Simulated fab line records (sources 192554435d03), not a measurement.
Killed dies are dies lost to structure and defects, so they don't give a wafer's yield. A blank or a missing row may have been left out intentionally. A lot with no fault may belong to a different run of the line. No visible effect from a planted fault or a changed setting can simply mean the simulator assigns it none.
fab line records    flow n5-finfet
[record] lots = 4  wafers = 12  last-day = 22
route steps=1938 shown SDB@359 DUMMY_REMOVAL@377 HKMG_FIN@385 PASSIVATION@1936
lots with no fault: from the same line, run without faults
start-h: hours from the record's opening day to when the first of the lot's shown wafers began    wait-h: hours since the lot's step before    " unchanged from the row above    L1.1+2: a single row standing in for several wafers    - no value, or no start was given    * or withheld: withheld    < > ~ a bound
route shown NAME@n: names a module that has steps shown in the file, with the first one's number in the route    usual: the fault-free wafers' mean and standard deviation    same: alike in all rows    chamber/n: place in a boat    sites: the reading at each site    _std_site: the standard deviation of these    _edge_site: mean of outer sites minus mean of inner sites    radius-mm: for every site, how far away it sits from the centre of the wafer    mask NAME#n: copy n    behind: the last tool/chamber to shape the wafer    hold: what put the lot on hold/how long, in hours/how the hold closed    device: the n, p or np transistor that did not switch    end of line: the route-end tests of the same wafers    for a step that has no rows: nothing shown but its recipe    killed: count of dies lost to structure and defects at first sort (not the wafer's yield)    map: per-die view of a wafer (x killed, . not killed, _ where there is no die)
set.NAME: the setting as run; set.NAME@STEP: as run at that earlier step    model.NAME: the simulator's own value behind a step, which no gauge read
certain route steps with their lots: each step a table, each wafer a row
services: from which hour (start-h, from the record's first day; less than 0 if before it) a tool's chamber was out of use, for how many hours, and why
[[steps]]
[step N5_SDB_DESCUM_16]
[recipe] chemistry = O2  time-s = 7.9  source-power-w = 50  bias-power-w = 20  pressure-mtorr = 20  rf-frequency-hz = 2.712e+07  temp-c = 40  resist = CAR-ArF  o2-flow-sccm = 225
[step N5_SDB_ETCH_17]
[recipe] chemistry = CF4  target = SiARC  target-depth-a = 234  mask-material = CAR-ArF  time-s = 39  ion-energy-ev = 80  pressure-mtorr = 40  source-w = 545  bias-w = 36  Ar_flow_sccm = 100  cf4-flow-sccm = 100  ends = cleared
[step N5_SDB_ETCH_18]
[recipe] chemistry = N2/H2  target = SOC  target-depth-a = 1000  overetch-a = 200  mask-material = SiARC  temp-c = 40  time-s = 150  ion-energy-ev = 200  pressure-mtorr = 30  source-w = 840  bias-w = 150  n2-flow-sccm = 200  h2-flow-sccm = 200
[step N5_SDB_STRIP_19]
[recipe] chemistry = N2/H2  temp-c = 40  n2-flow-sccm = 200  h2-flow-sccm = 200  rf-frequency-hz = 6e+07
[step N5_SDB_STRIP_21]
[recipe] chemistry = CF4  resist = SiARC  power-w = 300  bias-power-w = 75  pressure-mtorr = 50  cf4-flow-sccm = 150  rf-frequency-hz = 6e+07
[step N5_SDB_HM_OPEN_20]
[recipe] chemistry = CH3F/O2  target = SiNx  mask-material = SOC  target-depth-a = 240  stop-on = poly-Si  over-etch-frac = 0.4  ion-energy-ev = 120  pressure-mtorr = 30  source-w = 395  bias-w = 73  Ar_flow_sccm = 150  CH3F_flow_sccm = 30  O2_flow_sccm = 20
[step N5_SDB_STRIP_22]
[recipe] chemistry = N2/H2  power-w = 1000  temp-c = 250  h2-frac = 0.65  overash-fraction = 0.3  pressure-mtorr = withheld  n2-flow-sccm = 1750  h2-flow-sccm = 3250
[step N5_SDB_PRECLEAN_23]
[recipe] chemistry = dHF  time-s = 30  temp-c = 25  dilution = withheld
[step N5_SDB_DUMMY_REMOVE_24]
[recipe] chemistry = TMAH  temp-c = 70  target = poly-Si  stop-on = SiO2  target-depth-nm = 142  conc-wt-pct = 5  time-s = 57  dry = ipa-marangoni  rinse-time-s = 30  rinse-temp-c = 23
[step N5_SDB_ETCH_25]
[recipe] chemistry = C4F6/O2  target = SiO2  target-depth-a = 100  time-s = 3.3  ion-energy-ev = 250  mask-material = SiNx  pressure-mtorr = 30  source-w = 345  bias-w = 185  Ar_flow_sccm = 300  C4F6_flow_sccm = 10  O2_flow_sccm = 10
[step N5_SDB_CUT_ETCH_26]
[recipe] chemistry = HBr/Cl2/O2  target = Si  target-depth-a = 1296  bt-time-s = 20  mask-material = SiNx  time-s = 51.8  ion-energy-ev = *  bias-w = *  pressure-mtorr = 10  icp-w = 800  HBr_flow_sccm = 150  Cl2_flow_sccm = 80  O2_flow_sccm = 12
[usual] drypump-motor-current-A = 5.6/0.33  oes-product-au = 0.997/0.017  throttle-valve-pct = 37.3/0.31
lot.wafer  tool       chamber  start-h  wait-h  drypump-motor-current-A  oes-product-au  rf-hours-counter-h  throttle-valve-pct
L674.4     rie-si-06  3        127.30   0.1     5.5                      0.968           55                  36.9
L674.5     "          0        "        "       5.4                      0.990           -                   36.9
L674.6     "          1        "        "       4.8                      1.009           -                   37.3
L676.1     rie-si-03  0        154.05   0.1     5.3                      0.996           148                 37.3
L676.5     "          3        "        "       5.8                      0.977           -                   37.6
L676.6     "          2        "        "       5.9                      0.994           -                   37.1
L679.1     rie-si-03  2        158.29   0.1     5.9                      0.989           70                  37.1
L679.3     "          3        "        "       5.8                      0.971           145                 37.6
L679.6     "          2        "        "       6.0                      0.987           -                   37.2
L680.1     rie-si-03  3        163.08   0.1     5.8                      0.973           145                 37.6
L680.3     "          0        "        "       5.4                      0.982           148                 37.3
L680.4     "          1        "        "       5.9                      1.019           122                 37.9
[step N5_SDB_PRECLEAN_38]
[recipe] chemistry = dHF  time-s = 10  dilution = 750:1  temp-c = 25
[step N5_SDB_PRECLEAN_39]
[recipe] chemistry = O3/DIW  time-s = 45  temp-c = 22  o3-ppm = 10
[step N5_SDB_SRD_28]
[recipe] dry = ipa-marangoni  time-s = 30  temp-c = 23  rinse-liquid = diw
[step N5_SDB_ALD_29]
[recipe] material = SiNx  target-thk-a = 300  temp-c = 400  ald-precursor-family = SiH2I2  ald-co-reactant = N2/H2-plasma  pulse-time-s = 1  ald-cycles = 600  purge-time-s = 2  co-reactant-purge-time-s = 2  pressure-torr = 2
[step N5_SDB_CMP_30]
[recipe] stop-on = poly-Si  t-overpolish-s = 1.54  post-cmp-clean = alkaline-brush  down-force-psi = 4.1491  platen-rpm = 51.796  pad-velocity-m-s = 1.0306  target-thk-nm = 30
[step N5_DUMMY_REMOVAL_HM_STRIP_01]
[recipe] chemistry = CH3F/O2  material = SiNx  target-depth-a = 40  stop-on = poly-Si  time-s = 6.8  over-etch-frac = 0.3  ion-energy-ev = 60  power-w = 410  bias-w = 29  Ar_flow_sccm = 150  CH3F_flow_sccm = 30  O2_flow_sccm = 20
[step N5_DUMMY_REMOVAL_STRIP_10]
[recipe] chemistry = N2/H2  time-s = 40  power-w = 100  temp-c = 40  pressure-mtorr = 100  rf-frequency-hz = 6e+07  bias-power-w = 3  n2-flow-sccm = 300  h2-flow-sccm = 300
[step N5_DUMMY_REMOVAL_PRECLEAN_07]
[recipe] chemistry = dHF  time-s = 30  temp-c = 25  dilution = withheld
[step N5_DUMMY_REMOVAL_DUMMY_REMOVE_02]
[recipe] chemistry = TMAH  temp-c = 70  target = poly-Si  stop-on = SiO2  target-depth-nm = 142  conc-wt-pct = 5  time-s = 57  dry = ipa-marangoni  rinse-time-s = 30  rinse-temp-c = 23
[step N5_DUMMY_REMOVAL_PRECLEAN_08]
[recipe] chemistry = NF3:NH3  afs-cycles = 2  temp-c = 30  time-s = 20  sublimation-temp-c = 180  sublimation-time-s = 60  pressure-torr = 3  rf-power-w = 30
[step N5_DUMMY_REMOVAL_PRECLEAN_04]
[recipe] chemistry = DHF  time-s = 37  temp-c = 25  dilution = 500:1
[step N5_DUMMY_REMOVAL_SRD_05]
[recipe] dry = ipa-marangoni  do-ppb = 5  time-s = 30  temp-c = 23  rinse-liquid = diw
[step N5_HKMG_FIN_IL_REGROW_00]
[recipe] material = SiO2  target-thk-a = 7.5  chemistry = O3  temp-c = withheld  time-s = 30
[step N5_HKMG_FIN_HK_ALD_01]
[recipe] material = HfO2  target-thk-a = 16  temp-c = withheld  ald-precursor-family = HfCl4  ald-co-reactant = H2O  pulse-time-s = 3  purge-time-s = 3  co-reactant-purge-time-s = 2.5  co-reactant-pulse-time-s = 0.3  ald-cycles = 30
[step N5_HKMG_FIN_HK_ANNEAL_02]
[recipe] temp-c = 700  time-s = 30  ambient = N2  idle-temp-c = 600  ramp-up-c-per-s = 150  ramp-down-c-per-s = 60  cool-to-c = 600
[step N5_HKMG_FIN_ALD_74]
[recipe] material = La2O3  target-thk-a = 5  temp-c = 250  ald-precursor-family = La-Cp  ald-co-reactant = O3  pulse-time-s = 6  co-reactant-pulse-time-s = 1  purge-time-s = 3  co-reactant-purge-time-s = 3
[step N5_HKMG_FIN_ALD_75]
[recipe] material = Al2O3  target-thk-a = 10  temp-c = 150  ald-precursor-family = TMA  ald-co-reactant = H2O  pulse-time-s = withheld  co-reactant-pulse-time-s = 1
[step N5_HKMG_FIN_COAT_41]
[recipe] resist = SOC  temp-c = 250  time-s = 60  spin-rpm = 1500  resist-thk-nm = 300
[step N5_HKMG_FIN_COAT_42]
[recipe] resist = SiARC  temp-c = 220  time-s = 60  spin-rpm = 1500  resist-thk-nm = 35
[step N5_HKMG_FIN_COAT_43]
[recipe] resist = CAR-ArF  spin-rpm = 1500  resist-thk-nm = 90
[step N5_HKMG_FIN_EBR_45]
[recipe] solvent = PGMEA  ebr-width-mm = 1.5
[step N5_HKMG_FIN_SOFTBAKE_44]
[recipe] temp-c = 110  time-s = 60  resist = CAR-ArF
[step N5_HKMG_FIN_EXPOSE_46]
[recipe] mask-id = NDIPOLE  na = 1.35  source-shape = conventional  sigma-outer = 0.8  polarization = unpolarized  dose-mj = 40
[step N5_HKMG_FIN_PEB_47]
[recipe] peb-temp-c = withheld  peb-time-s = 60  resist = CAR-ArF
[step N5_HKMG_FIN_DEVELOP_48]
[recipe] develop-time-s = 30  developer = TMAH  resist = CAR-ArF  rinse-liquid = diw  dry = air-spin  dev-temp-c = 23
[step N5_PASSIVATION_PROBE_49]
[usual] defect-limited-yield = 90.7/1.5  killed_at_M0_to_M3 = 38/11  killed_at_M4_up = 15/5.5  killed-at-contacts = 12/6  killed-at-front-end = 41/11  killed-at-other = 3.5/2.7  killed-dies = 110/18  killed-open = 72/13  killed-short = 35/8.7  sort_bin_5_function = 5.5/1.1  sort_bin_6_memory = 3.4/0.63  sort-n-pass = 1070/18  sort-yield-pct = 90.7/1.5
[same] gross-dies = 1180  killed-at-back-side = 0  sort_bin_4_leakage[%] = 0  sort_bin_8_speed[%] = 0
lot.wafer  tool       chamber  start-h  wait-h  defect-limited-yield[%]  killed_at_M0_to_M3  killed_at_M4_up  killed-at-contacts  killed-at-front-end  killed-at-other  killed-dies  killed-open  killed-short  sort_bin_5_function[%]  sort_bin_6_memory[%]  sort-n-pass  sort-yield-pct[%]
L674.4     prober-01  -        474.35   0.2     92.6                     34                  13               7                   27                   6                87           58           27            4.0                     3.0                   1093         92.6
L674.5     prober-01  -        474.40   0.2     92.3                     35                  14               6                   31                   5                91           52           38            4.7                     2.6                   1089         92.3
L674.6     prober-01  -        474.45   0.3     93.3                     24                  7                9                   37                   2                79           48           31            3.5                     3.0                   1101         93.3
L676.1     prober-02  -        517.87   0.0     91.6                     28                  13               17                  41                   0                99           62           36            5.3                     2.8                   1081         91.6
L676.5     prober-02  -        518.07   0.2     92.8                     29                  19               8                   28                   1                85           61           24            4.2                     2.9                   1095         92.8
L676.6     prober-02  -        518.12   0.3     89.7                     34                  5                12                  68                   3                122          83           38            5.9                     4.1                   1058         89.7
L680.1     prober-01  -        524.43   0.0     78.6                     42                  14               8                   186                  3                253          65           30            12.8                    4.5                   927          78.6
L680.3     prober-01  -        524.53   0.1     77.7                     48                  11               6                   194                  4                263          76           24            14.0                    3.8                   917          77.7
L680.4     prober-01  -        524.58   0.2     80.2                     57                  13               17                  145                  2                234          83           47            11.7                    4.3                   946          80.2
L679.1     prober-02  -        537.18   0.0     78.9                     26                  20               7                   187                  9                249          60           30            12.5                    3.7                   931          78.9
L679.3     prober-02  -        537.28   0.1     79.2                     24                  12               5                   196                  8                245          64           31            11.9                    4.5                   935          79.2
L679.6     prober-02  -        537.43   0.3     79.1                     21                  13               4                   203                  6                247          66           24            11.1                    5.0                   933          79.1
// killed by level:class
L674.4 BEOL_M3:geometric-particle:open=13 STI_FIN_REVEAL:geometric-particle:open=8 MOL_CONTACT_COAG:geometric-particle:open=7 BEOL_M0_SAQP:geometric-particle:short=6 BEOL_M2:geometric-particle:open=5 FIN_SAQP:geometric-particle:short=4 DUMMY_GATE:geometric-particle:open=4 BEOL_M8:geometric-particle:open=4
L674.5 FIN_SAQP:geometric-particle:short=9 FIN_SAQP:geometric-particle:open=7 BEOL_M2:geometric-particle:open=7 BEOL_M0_SAQP:geometric-particle:short=6 BEOL_M0_SAQP:geometric-particle:open=6 BEOL_M3:geometric-particle:open=6 GATE_CUT:geometric-particle:short=4 MOL_CONTACT_COAG:geometric-particle:open=4
L674.6 FIN_SAQP:geometric-particle:open=12 BEOL_M3:geometric-particle:open=11 FIN_SAQP:geometric-particle:short=9 BEOL_M0_SAQP:geometric-particle:short=7 MOL_CONTACT_COAG:geometric-particle:open=6 STI_FIN_REVEAL:geometric-particle:open=5 GATE_CUT:geometric-particle:short=3 MOL_CONTACT_COAG:geometric-particle:short=3
L676.1 FIN_SAQP:geometric-particle:open=12 MOL_CONTACT_COAG:geometric-particle:open=12 BEOL_M0_SAQP:geometric-particle:open=8 FIN_SAQP:geometric-particle:short=7 BEOL_M0_SAQP:geometric-particle:short=7 BEOL_M2:geometric-particle:open=7 BEOL_M4:geometric-particle:open=6 MOL_CONTACT_COAG:geometric-particle:short=5
L676.5 BEOL_M0_SAQP:geometric-particle:open=10 BEOL_M1:geometric-particle:open=9 BEOL_M4:geometric-particle:open=8 DUMMY_GATE:geometric-particle:open=7 MOL_CONTACT_COAG:geometric-particle:open=7 FIN_SAQP:geometric-particle:open=6 STI_FIN_REVEAL:geometric-particle:open=4 BEOL_M1:geometric-particle:short=4
L676.6 STI_FIN_REVEAL:geometric-particle:open=19 FIN_SAQP:geometric-particle:open=15 BEOL_M2:geometric-particle:open=13 MOL_CONTACT_COAG:geometric-particle:open=10 FIN_SAQP:geometric-particle:short=9 STI_FIN_REVEAL:geometric-particle:short=6 BEOL_M1:geometric-particle:open=5 STARTING-WAFER:geometric-particle:open=4
L680.1 SDB:unspecified=157 BEOL_M1:geometric-particle:open=12 FIN_SAQP:geometric-particle:open=9 BEOL_M3:geometric-particle:open=9 MOL_CONTACT_COAG:geometric-particle:open=7 BEOL_M4:geometric-particle:open=7 BEOL_M3:geometric-particle:short=5 FIN_SAQP:geometric-particle:short=4
L680.3 SDB:unspecified=162 BEOL_M1:geometric-particle:open=13 BEOL_M3:geometric-particle:open=13 BEOL_M2:geometric-particle:open=11 FIN_SAQP:geometric-particle:open=9 FIN_SAQP:geometric-particle:short=9 STI_FIN_REVEAL:geometric-particle:open=5 MOL_CONTACT_COAG:geometric-particle:open=5
L680.4 SDB:unspecified=102 BEOL_M3:geometric-particle:open=25 MOL_CONTACT_COAG:geometric-particle:open=12 FIN_SAQP:geometric-particle:short=10 FIN_SAQP:geometric-particle:open=10 BEOL_M0_SAQP:geometric-particle:short=8 BEOL_M4:geometric-particle:open=8 GATE_CUT:geometric-particle:short=6
L679.1 SDB:unspecified=159 BEOL_M4:geometric-particle:open=9 MOL_CONTACT_COAG:geometric-particle:open=7 FIN_SAQP:geometric-particle:short=6 FIN_SAQP:geometric-particle:open=5 BEOL_M3:geometric-particle:open=5 BEOL_M1:geometric-particle:open=5 BEOL_M2:geometric-particle:open=5
L679.3 SDB:unspecified=150 STI_FIN_REVEAL:geometric-particle:open=12 FIN_SAQP:geometric-particle:open=7 BEOL_M1:geometric-particle:open=6 DUMMY_GATE:geometric-particle:open=5 GATE_CUT:geometric-particle:short=5 BEOL_M3:geometric-particle:open=5 PASS1_CAP:geometric-particle:open=5
L679.6 SDB:unspecified=157 FIN_SAQP:geometric-particle:open=14 STI_FIN_REVEAL:geometric-particle:open=10 FIN_SAQP:geometric-particle:short=9 BEOL_M4:geometric-particle:open=8 DUMMY_GATE:geometric-particle:open=6 BEOL_M1:geometric-particle:open=5 BEOL_M2:geometric-particle:open=5
// map L679.1 (x killed, . not)
_________________............________________
______________.................._____________
___________..x..x.......x..........__________
__________...........x.............._________
________.........x...................._______
_______xx........x.....................______
______.....x............................_____
_____.........x..x..x.x..............x...____
____..x....x.............................x___
___..x.............x.......................__
___........x.........x.x..x......x.......x.__
__....................xx..x..xx............._
__...x.x........x..xx.xxxxxxxx....x........._
_.x....x.........x..xxxxxxxxxxx.....x.....x..
_.x.x.............xxxxxxxxxxxxxx...x.........
_.........x......xxxxxxxxxxxxxx.xxxx.........
_.x......x....x...xxxxxxxxxxxxxxxx.......x.xx
_...............x.xxxxxxxxxxxxxxx............
_..........x....xxxxxxxxxxxxxxxxx............
_..x..............xxxxxxxxxxxxxxx.x....x.....
_.xx......x......xx.xxxxxxxxxxxxx........x...
__.x..........x....xxxxxxxxxxxxx.x........x._
__.........x.........xxxxxxxx.....x........x_
___..........x..x.....x.xx.x.x.............__
___....x.................x................x__
____...........x.........xx...............___
_____........x.............x.............____
______....xx........................x..._____
_______...x......................x.....______
________...................x.........x_______
__________...x................x...x._________
___________......x.x.......xx......__________
______________.........x........_____________
_________________........x..x________________
// map L680.3 (x killed, . not)
_________________...x........________________
______________.........x........_____________
___________.x.............x.....x..__________
__________x.........xx..x....x......_________
________..x.......xx...........x......_______
_______..........xx......x..x....x.....______
______.....x............xx..........x..._____
_____....xx...x...xx.x...........x...x...____
____xxxxx.xxx......x....................xx___
___x..xx.xxx.xxx.............x.xx.........x__
___xx.xxxxxxxxxxxx...........x.............__
__...xxxxxxxxxxxxxxx......x....x.x.........x_
__.xxxxxxxxxxxxxxxx...x....x................_
_.xxxxxxxxxxxxxxx.x....................x.....
_x.xxxxxxxxxxxxxx.......xx..................x
_.x.xxxxxxxxxxxxx............x....x..........
_.xxxxxxxxxxxxxxxx...........................
_.x.xxxxxxxxxxxxx.............x..........x..x
_...xx.xxxxxxxxx.x.............xx.x..........
_....xxxxxxxx..x......x......................
_....x..xx.xxx........x..............x.......
__.x....xx.x.x.............................._
__.........x....xx.........................._
___..x.........x....x..x..........x........__
___..................x.....................__
____..x...................x...xx..x......x___
_____x...................x...............____
______......x...........x..........x...._____
_______.............x.xx.....x....x....______
________.x...x........................_______
__________.........xx.........x....._________
___________.........x..........x...__________
______________.........x........_____________
_________________..........x.________________
[[services]]
tool       chamber  start-h  hours  kind
rie-si-03  1        140.53   8.7    repair
[[key]]
[first-sign] step = N5_PASSIVATION_PROBE_49  reading = killed-at-front-end  direction = up  sigmas = 13  usual = 41  struck = 185
[effect] step = N5_PASSIVATION_PROBE_49  reading = defect-limited-yield  direction = down  sigmas = 7.8  usual = 90.7  struck = 78.9
[more-kills-born-at] N5_SDB_CUT_ETCH_26@rie-si-03 = 887
met-at N5_SDB_CUT_ETCH_26
struck-wafers L679.1,L679.3,L679.6,L680.1,L680.3,L680.4
onset-between 154.05 158.29
also-fits time
[fault] kind = chamber-particle-source  tool = rie-si-03  chamber = -  onset-h = 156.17  steps = N5_SDB_CUT_ETCH_26  rate-per-visit-cm2 = 2.1962  end-h = 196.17
